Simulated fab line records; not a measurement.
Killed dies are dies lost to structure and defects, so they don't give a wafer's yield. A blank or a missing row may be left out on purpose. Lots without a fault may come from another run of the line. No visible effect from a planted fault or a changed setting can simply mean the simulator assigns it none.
fab line records    flow nand-harc
record lots=11  wafers=33  last-day=34
route steps=1302 shown A_CHANNEL_HOLE_D1@471 END@1302
lots with no fault: from the same line, run without faults
start-h: start of the lot's first displayed wafer, in hours after the record's first day    wait-h: hours from the lot's prior step to this one    " the same as in the row above    L1.1+2: one row covering several wafers at once    - no value, or no start given    * or withheld: withheld    < > ~ a bound
route shown NAME@n: names a module that has steps shown in the file, with the first one's number in the route    usual: mean/standard deviation taken from wafers without a fault    same: alike in all rows    chamber/n: place in a boat    sites: each site's reading    _std_site: the values' standard deviation    _edge_site: the outer-site mean with the inner-site mean subtracted    radius-mm: how far each site lies from the wafer's centre    mask NAME#n: copy n    behind: the last tool/chamber to shape the wafer    hold: why the lot went on hold/how many hours it stayed there/how the hold came to an end    device: the n, p or np transistor that did not switch    end of line: the route-end tests of the same wafers    where a step has no rows: the recipe by itself    killed: at the first sort, the dies lost to defects and structure; wafer yield is something else    map: dies across one wafer; x = killed, . = not, _ = none there
set.NAME: the run value of the setting; set.NAME@STEP: its run value at that earlier step    model.NAME: the simulator's own value behind a step, which no gauge read
a sample of lots followed through the steps of the route, with each step as a table and each wafer as a row
services: a tool's chamber out of use, with start hour (start-h, from the record's first day; less than 0 if before it), hours out, and reason
## steps
# step NHARC_A_CHANNEL_HOLE_D1_ETCH_19
# recipe bias-v=1200  source-w=2500  pressure-mtorr=15  time-s=34.5  ar-flow-sccm=375  c4f8-flow-sccm=28.8  o2-flow-sccm=96.2  temp-c=-20  target-depth-a=*  chemistry=C4F8/O2/Ar
# usual drypump-motor-current-A=5.5/0.6  run-length-s=35.53/0.28  showerhead-plenum-p-Torr=3.70/0.079  throttle-valve-pct=37.038/0.0095
lot.wafer  tool         chamber  start-h  wait-h  drypump-motor-current-A  rf-hours-counter-h  run-length-s  showerhead-plenum-p-Torr  throttle-valve-pct
L756.4     har-etch-02  1        210.55   0.1     4.9                      -                   35.97         3.81                      37.039
L756.5     "            1        "        "       4.9                      -                   35.70         3.81                      37.039
L756.6     "            0        "        "       6.3                      -                   36.12         3.81                      37.037
L759.1     har-etch-01  1        212.89   2.2     5.0                      103                 35.24         3.65                      37.062
L759.5     "            0        "        "       5.9                      -                   35.23         3.67                      37.009
L759.6     "            1        "        "       5.0                      -                   35.38         3.65                      37.016
L758.2     har-etch-02  1        214.67   3.8     4.9                      306                 36.09         3.81                      37.030
L758.3     "            1        "        "       4.9                      -                   35.80         3.81                      37.026
L758.6     "            1        "        "       4.9                      -                   35.56         3.81                      37.048
L762.4     har-etch-02  1        238.18   0.1     4.9                      -                   36.27         3.80                      37.033
L762.6     "            1        "        "       4.9                      -                   35.60         3.80                      37.038
L762.5     "            0        "        "       6.4                      -                   35.59         3.80                      37.038
L763.4     har-etch-01  0        258.28   0.1     5.9                      -                   35.06         3.66                      37.030
L763.3     "            1        "        "       4.9                      -                   35.26         3.64                      37.040
L763.6     "            1        "        "       4.9                      -                   35.86         3.64                      37.037
L768.1     har-etch-01  1        299.33   0.1     4.9                      156                 35.31         3.62                      37.052
L768.4     "            1        "        "       5.0                      -                   35.29         3.62                      37.033
L768.6     "            1        "        "       5.0                      -                   35.69         3.62                      37.030
L770.1     har-etch-01  1        331.74   1.7     5.0                      171                 35.22         3.61                      37.042
L770.2     "            0        "        "       5.9                      171                 35.37         3.64                      37.046
L770.3     "            1        "        "       5.0                      -                   35.41         3.61                      37.036
L769.2     har-etch-02  1        332.63   1.9     4.9                      371                 35.44         3.77                      37.038
L769.6     "            1        "        "       4.9                      -                   35.96         3.77                      37.031
L769.5     "            0        "        "       6.3                      -                   35.45         3.77                      37.046
L772.2     har-etch-01  0        342.15   0.1     5.9                      179                 35.07         3.63                      37.024
L772.1     "            1        "        "       5.0                      179                 35.86         3.61                      37.028
L772.4     "            1        "        "       4.9                      -                   35.52         3.61                      37.041
L778.4     har-etch-01  0        401.39   0.1     5.9                      -                   35.32         3.61                      37.022
L778.3     "            1        "        "       5.0                      -                   35.30         3.59                      37.040
L778.6     "            0        "        "       5.9                      -                   35.13         3.61                      37.019
L779.1     har-etch-01  1        409.68   0.2     5.0                      229                 35.35         3.58                      37.033
L779.4     "            1        "        "       5.0                      -                   35.25         3.58                      37.040
L779.6     "            1        "        "       5.0                      -                   35.45         3.58                      37.029
# step NHARC_A_CHANNEL_HOLE_D1_ETCH_22
# recipe bias-v=3000  source-w=withheld  pressure-mtorr=20  time-s=666.7  ar-flow-sccm=375  c4f8-flow-sccm=89.3  o2-flow-sccm=35.7  temp-c=-20  target-depth-a=16000  chemistry=C4F8/O2/Ar
# usual drypump-motor-current-A=5.5/0.6  run-length-s=651.75/0.26  showerhead-plenum-p-Torr=3.66/0.076  throttle-valve-pct=32.156/0.008
lot.wafer  tool         chamber  start-h  wait-h  drypump-motor-current-A  rf-hours-counter-h  run-length-s  showerhead-plenum-p-Torr  throttle-valve-pct
L756.4     har-etch-02  1        211.57   0.4     4.9                      -                   651.70        3.76                      32.158
L756.5     "            1        "        "       4.9                      -                   651.70        3.76                      32.162
L756.6     "            0        "        "       6.3                      -                   651.70        3.77                      32.158
L759.1     har-etch-01  1        213.83   0.4     5.0                      104                 651.70        3.61                      32.152
L759.5     "            0        "        "       5.9                      -                   651.70        3.63                      32.148
L759.6     "            1        "        "       5.0                      -                   651.70        3.61                      32.155
L758.2     har-etch-02  1        215.61   0.4     4.9                      307                 651.70        3.76                      32.161
L758.3     "            1        "        "       4.9                      -                   651.70        3.76                      32.169
L758.6     "            1        "        "       4.9                      -                   651.70        3.76                      32.146
L762.4     har-etch-02  1        239.20   0.4     4.9                      -                   651.70        3.75                      32.153
L762.6     "            1        "        "       4.9                      -                   651.70        3.75                      32.153
L762.5     "            0        "        "       6.4                      -                   651.70        3.76                      32.160
L763.4     har-etch-01  0        259.30   0.4     5.9                      -                   651.70        3.62                      32.153
L763.3     "            1        "        "       5.0                      -                   651.70        3.60                      32.160
L763.6     "            1        "        "       5.0                      -                   651.70        3.60                      32.141
L768.1     har-etch-01  1        300.27   0.4     5.0                      157                 651.70        3.58                      32.163
L768.4     "            1        "        "       5.0                      -                   651.70        3.58                      32.142
L768.6     "            1        "        "       5.0                      -                   651.70        3.58                      32.153
L770.1     har-etch-01  1        332.60   0.4     5.0                      172                 651.70        3.58                      32.164
L770.2     "            0        "        "       5.9                      172                 651.70        3.60                      32.157
L770.3     "            1        "        "       5.0                      -                   651.70        3.58                      32.154
L769.2     har-etch-02  1        333.49   0.4     4.9                      372                 651.70        3.72                      32.151
L769.6     "            1        "        "       4.9                      -                   651.70        3.72                      32.155
L769.5     "            0        "        "       6.4                      -                   651.70        3.73                      32.151
L772.2     har-etch-01  0        343.02   0.4     5.9                      180                 651.70        3.59                      32.157
L772.1     "            1        "        "       5.0                      180                 651.70        3.57                      32.161
L772.4     "            1        "        "       5.0                      -                   651.70        3.57                      32.155
L778.4     har-etch-01  0        402.42   0.4     5.9                      -                   651.70        3.57                      32.146
L778.3     "            1        "        "       5.0                      -                   651.70        3.55                      32.149
L778.6     "            0        "        "       5.9                      -                   651.70        3.57                      32.160
L779.1     har-etch-01  1        410.63   0.4     4.9                      230                 651.70        3.55                      32.150
L779.4     "            1        "        "       4.9                      -                   651.70        3.55                      32.147
L779.6     "            1        "        "       5.0                      -                   651.70        3.55                      32.149
# step NHARC_A_CHANNEL_HOLE_D1_ETCH_33
# recipe bias-v=400  source-w=2000  pressure-mtorr=25  time-s=90  ar-flow-sccm=375  c4f8-flow-sccm=41.7  o2-flow-sccm=83.3  temp-c=-20  target-depth-a=4000  chemistry=C4F8/O2/Ar
# usual drypump-motor-current-A=5.5/0.6  run-length-s=121.13/0.29  showerhead-plenum-p-Torr=3.70/0.078  throttle-valve-pct=27.622/0.0098
lot.wafer  tool         chamber  start-h  wait-h  drypump-motor-current-A  rf-hours-counter-h  run-length-s  showerhead-plenum-p-Torr  throttle-valve-pct
L756.4     har-etch-02  1        214.52   0.2     4.9                      -                   121.16        3.80                      27.617
L756.5     "            1        "        "       4.9                      -                   121.38        3.80                      27.632
L756.6     "            0        "        "       6.4                      -                   121.04        3.81                      27.616
L759.1     har-etch-01  1        216.86   0.2     5.0                      107                 120.87        3.65                      27.610
L759.5     "            0        "        "       5.9                      -                   120.87        3.67                      27.614
L759.6     "            1        "        "       5.0                      -                   120.91        3.65                      27.626
L758.2     har-etch-02  1        218.64   0.2     4.9                      310                 121.17        3.80                      27.647
L758.3     "            1        "        "       4.9                      -                   121.14        3.80                      27.620
L758.6     "            1        "        "       4.9                      -                   121.28        3.80                      27.604
L762.4     har-etch-02  1        242.18   0.2     4.9                      -                   121.51        3.79                      27.623
L762.6     "            1        "        "       4.9                      -                   121.44        3.79                      27.647
L762.5     "            0        "        "       6.4                      -                   121.00        3.80                      27.618
L763.4     har-etch-01  0        262.28   0.2     5.9                      -                   121.01        3.65                      27.622
L763.3     "            1        "        "       4.9                      -                   120.87        3.63                      27.596
L763.6     "            1        "        "       5.0                      -                   121.12        3.63                      27.617
L768.1     har-etch-01  1        303.33   0.2     5.0                      160                 121.26        3.62                      27.622
L768.4     "            1        "        "       5.0                      -                   121.23        3.62                      27.618
L768.6     "            1        "        "       5.0                      -                   121.27        3.62                      27.617
L770.1     har-etch-01  1        335.71   0.2     5.0                      175                 121.17        3.61                      27.612
L770.2     "            0        "        "       5.9                      175                 120.78        3.63                      27.613
L770.3     "            1        "        "       4.9                      -                   120.91        3.61                      27.611
L769.2     har-etch-02  1        336.59   0.2     4.9                      375                 121.44        3.76                      27.622
L769.6     "            1        "        "       4.9                      -                   121.31        3.76                      27.630
L769.5     "            0        "        "       6.4                      -                   121.83        3.77                      27.620
L772.2     har-etch-01  0        346.14   0.2     5.9                      183                 120.62        3.63                      27.609
L772.1     "            1        "        "       5.0                      183                 121.39        3.61                      27.620
L772.4     "            1        "        "       4.9                      -                   121.06        3.61                      27.631
L778.4     har-etch-01  0        405.39   0.2     5.9                      -                   120.85        3.60                      27.617
L778.3     "            1        "        "       5.0                      -                   120.92        3.58                      27.614
L778.6     "            0        "        "       5.9                      -                   120.82        3.60                      27.628
L779.1     har-etch-01  1        413.68   0.2     5.0                      233                 121.22        3.58                      27.632
L779.4     "            1        "        "       5.0                      -                   120.95        3.58                      27.624
L779.6     "            1        "        "       5.0                      -                   121.19        3.58                      27.615
# step NHARC_A_CHANNEL_HOLE_D1_ETCH_44
# recipe target-depth-a=1400  overetch-a=140  time-s=77  ion-energy-ev=100  cf4-flow-sccm=80  o2-flow-sccm=20  ar-flow-sccm=0  rf-w=300  bias-w=100  chemistry=CF4/O2
# usual drypump-motor-current-A=6.0/0.34  oes-product-au=1.001/0.0098  rf-vpp-V=197.7/1.4  run-length-s=98.4/0.37  showerhead-plenum-p-Torr=1.33/0.058  throttle-valve-pct=13.397/0.0077
lot.wafer  tool         chamber  start-h  wait-h  drypump-motor-current-A  oes-product-au  rf-hours-counter-h  rf-vpp-V  run-length-s  showerhead-plenum-p-Torr  throttle-valve-pct
L756.4     rie-diel-06  3        215.21   0.1     5.8                      0.987           21                  196.0     97.8          1.24                      13.387
L756.6     "            3        "        "       5.8                      0.996           -                   197.1     98.4          1.24                      13.405
L756.5     "            0        "        "       5.2                      0.977           -                   196.7     98.2          1.35                      13.399
L759.1     rie-diel-09  2        217.58   0.1     6.5                      1.005           4                   200.3     98.3          1.39                      13.401
L759.6     "            2        "        "       6.5                      1.003           -                   198.1     97.9          1.39                      13.404
L759.5     "            3        "        "       6.3                      1.019           -                   195.9     98.9          1.26                      13.391
L758.2     rie-diel-09  3        219.36   0.1     6.3                      1.000           6                   197.0     98.6          1.26                      13.404
L758.3     "            1        "        "       6.0                      1.008           5                   198.4     98.5          1.39                      13.386
L758.6     "            0        "        "       5.8                      0.988           -                   197.1     99.0          1.29                      13.384
L762.4     rie-diel-09  1        242.88   0.1     6.0                      1.004           7                   199.0     98.1          1.39                      13.403
L762.5     "            3        "        "       6.3                      0.989           -                   196.5     98.5          1.26                      13.421
L762.6     "            0        "        "       5.7                      1.001           -                   197.9     98.5          1.29                      13.396
L763.4     rie-diel-09  3        263.10   0.2     6.3                      1.014           9                   195.8     98.4          1.26                      13.397
L763.3     "            0        "        "       5.7                      1.007           9                   197.7     98.6          1.29                      13.373
L763.6     "            0        "        "       5.7                      1.004           -                   197.3     98.9          1.29                      13.411
L768.1     rie-diel-09  1        304.05   0.1     6.0                      1.011           11                  200.2     98.9          1.39                      13.404
L768.4     "            3        "        "       6.3                      1.007           13                  195.3     98.8          1.25                      13.407
L768.6     "            2        "        "       6.5                      1.002           -                   198.8     98.1          1.39                      13.397
L770.3     rie-diel-09  3        336.47   0.1     6.3                      1.011           0                   196.0     98.4          1.25                      13.380
L770.1     "            0        "        "       5.7                      0.994           0                   195.7     98.7          1.29                      13.389
L770.2     "            1        "        "       6.0                      0.989           0                   197.9     87.8          1.39                      13.409
L769.2     rie-diel-09  1        337.35   0.1     6.0                      1.011           0                   198.9     88.1          1.39                      13.407
L769.6     "            3        "        "       6.3                      1.024           -                   196.9     98.5          1.25                      13.399
L769.5     "            0        "        "       5.7                      0.997           -                   196.9     99.0          1.29                      13.393
L772.1     rie-diel-02  1        346.90   0.1     5.8                      1.004           45                  197.0     98.0          1.28                      13.390
L772.2     "            2        "        "       6.1                      1.014           43                  197.7     98.4          1.35                      13.387
L772.4     "            3        "        "       6.1                      1.005           35                  195.7     98.3          1.26                      13.396
L778.4     rie-diel-06  0        406.19   0.0     5.2                      0.987           28                  198.4     98.0          1.34                      13.403
L778.3     "            1        "        "       6.0                      1.020           10                  196.9     98.6          1.38                      13.394
L778.6     "            0        "        "       5.1                      0.991           -                   197.7     97.8          1.34                      13.386
L779.1     rie-diel-09  2        414.45   0.1     6.5                      0.988           7                   199.6     98.3          1.39                      13.389
L779.6     "            0        "        "       5.8                      1.000           -                   197.1     98.6          1.29                      13.400
L779.4     "            1        "        "       6.0                      0.995           -                   198.4     98.0          1.39                      13.402
# step NHARC_END_SORT_01
# recipe temp-c=25
# usual killed-at-array=58/20  killed-at-other=0.8/1  killed-at-periphery=4.6/2.8  killed-dies=63/19  killed-open=3.4/2  killed-short=2.4/1.8
# same gross-dies=677
lot.wafer  tool       chamber  start-h  wait-h  killed-at-array  killed-at-other  killed-at-periphery  killed-dies  killed-open  killed-short
L769.2     prober-02  0        702.10   2.8     672              0                4                    676          5            1
L769.5     prober-02  0        704.52   3.7     75               2                6                    83           9            0
L769.6     prober-02  0        705.33   4.0     97               0                0                    97           3            1
L770.1     prober-02  0        726.55   2.5     33               1                3                    37           2            2
L770.2     prober-02  0        727.36   2.8     671              2                4                    677          5            3
L770.3     prober-02  0        728.17   3.1     26               2                6                    34           4            2
# killed by level:class
L769.2 A_CHANNEL_HOLE_D1:area-etch=583 A_CHANNEL_HOLE_D1:chamber-film-flake=31 A_CHANNEL_HOLE_D2:chamber-film-flake=30 A_SLIT:chamber-film-flake=24 P_CONTACT:geometric-particle:open=2 P_STI:chamber-film-flake=2 A_CHANNEL_FILL_D1:geometric-particle:short=1 A_ONON_D2:geometric-particle:open=1
L769.5 A_CHANNEL_HOLE_D2:chamber-film-flake=30 A_CHANNEL_HOLE_D1:chamber-film-flake=24 A_SLIT:chamber-film-flake=12 P_M0:chamber-film-flake=2 P_CONTACT:geometric-particle:open=1 P_M0:geometric-particle:open=1 P_BONDPAD:geometric-particle:open=1 A_ONON_D1:geometric-particle:open=1
L769.6 A_SLIT:chamber-film-flake=34 A_CHANNEL_HOLE_D1:chamber-film-flake=32 A_CHANNEL_HOLE_D2:chamber-film-flake=20 A_STAIRCASE:chamber-film-flake=3 A_CONTACT:chamber-film-flake=3 A_DECK1_JOINT:geometric-particle:open=1 A_ONON_D2:geometric-particle:short=1 A_ONON_D2:geometric-particle:open=1
L770.1 A_CHANNEL_HOLE_D1:chamber-film-flake=14 A_SLIT:chamber-film-flake=5 A_CONTACT:chamber-film-flake=3 P_M1:chamber-film-flake=2 A_DECK1_JOINT:chamber-film-flake=2 A_CHANNEL_FILL_D2:chamber-film-flake=2 A_STAIRCASE:chamber-film-flake=2 A_CHANNEL_FILL_D1:geometric-particle:short=1
L770.2 A_CHANNEL_HOLE_D1:area-etch=635 A_CHANNEL_HOLE_D1:chamber-film-flake=12 A_SLIT:chamber-film-flake=4 A_DECK1_JOINT:geometric-particle:open=3 P_M1:chamber-film-flake=3 A_CHANNEL_FILL_D1:chamber-film-flake=3 A_WL_FILL:chamber-film-flake=3 A_CONTACT:chamber-film-flake=3
L770.3 A_CHANNEL_HOLE_D1:chamber-film-flake=8 P_M1:chamber-film-flake=5 A_SLIT:chamber-film-flake=4 A_SGD_CUT:geometric-particle:open=2 A_WL_FILL:geometric-particle:short=2 A_CHANNEL_FILL_D1:chamber-film-flake=2 A_DECK1_JOINT:chamber-film-flake=2 THIN_TSV:chamber-film-flake=2
## services
tool         chamber  start-h  hours  kind
har-etch-02  0        187.44   -      consumable-replace:focus-ring
har-etch-02  0        187.44   17.0   scheduled-down
har-etch-02  0        187.44   17.0   vent-cycle
rie-diel-02  3        198.51   4.3    repair
rie-diel-09  0        201.17   -      clean
rie-diel-09  1        201.17   -      clean
rie-diel-02  -        216.77   9.0    pm
har-etch-02  -        224.44   0.6    repair
rie-diel-09  1        251.16   3.1    repair
rie-diel-06  1        276.71   102.2  repair
rie-diel-09  2        306.85   2.8    repair
rie-diel-06  -        308.34   9.0    pm
rie-diel-09  -        320.17   9.0    pm
rie-diel-02  3        334.95   6.6    repair
rie-diel-09  2        339.67   7.1    repair
har-etch-02  -        377.00   17.0   pm
har-etch-02  0        377.00   17.0   vent-cycle
har-etch-02  1        377.00   17.0   vent-cycle
rie-diel-02  -        393.77   9.0    pm
har-etch-02  0        394.00   -      clean
har-etch-02  0        394.00   -      consumable-replace:focus-ring
har-etch-02  1        394.00   -      clean
har-etch-02  1        394.00   -      consumable-replace:focus-ring
rie-diel-09  3        406.60   12.5   repair
## key
first-sign step=NHARC_A_CHANNEL_HOLE_D1_ETCH_44  reading=run-length-s  direction=down  sigmas=28  usual=*  struck=*
effect step=NHARC_END_SORT_01  reading=killed-dies  direction=up  sigmas=32  usual=63  struck=676
more-kills-born-at NHARC_A_CHANNEL_HOLE_D1_ETCH_44@rie-diel-09=1218
met-at NHARC_A_CHANNEL_HOLE_D1_ETCH_44
struck-lots L769,L770
struck-wafers L769.2,L770.2
later-rows-left-out L769.2,L770.2
tester-left-out L769,L770
not-acting-at NHARC_A_CHANNEL_HOLE_D1_ETCH_19,NHARC_A_CHANNEL_HOLE_D1_ETCH_22,NHARC_A_CHANNEL_HOLE_D1_ETCH_33
onset-between 304.05 336.47
fault kind=process-parameter-drift  tool=rie-diel-09  chamber=-  onset-h=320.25  steps=NHARC_A_CHANNEL_HOLE_D1_ETCH_44  channel=time-s  offset=*  shape=step  end-h=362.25  scope=struck-wafers-only  acts-in=*  stated=*
# tester-left-out: of these lots the tester's yield and bins aren't shown, on N5 and GAA mostly nor the transistor test; their killed dies are dies lost to structure and defects alone, not to doping, threshold or leakage, so they don't give the yield
# later-rows-left-out: the simulator's readings of these wafers behind a module that went badly wrong aren't trusted and aren't shown, but for the sort
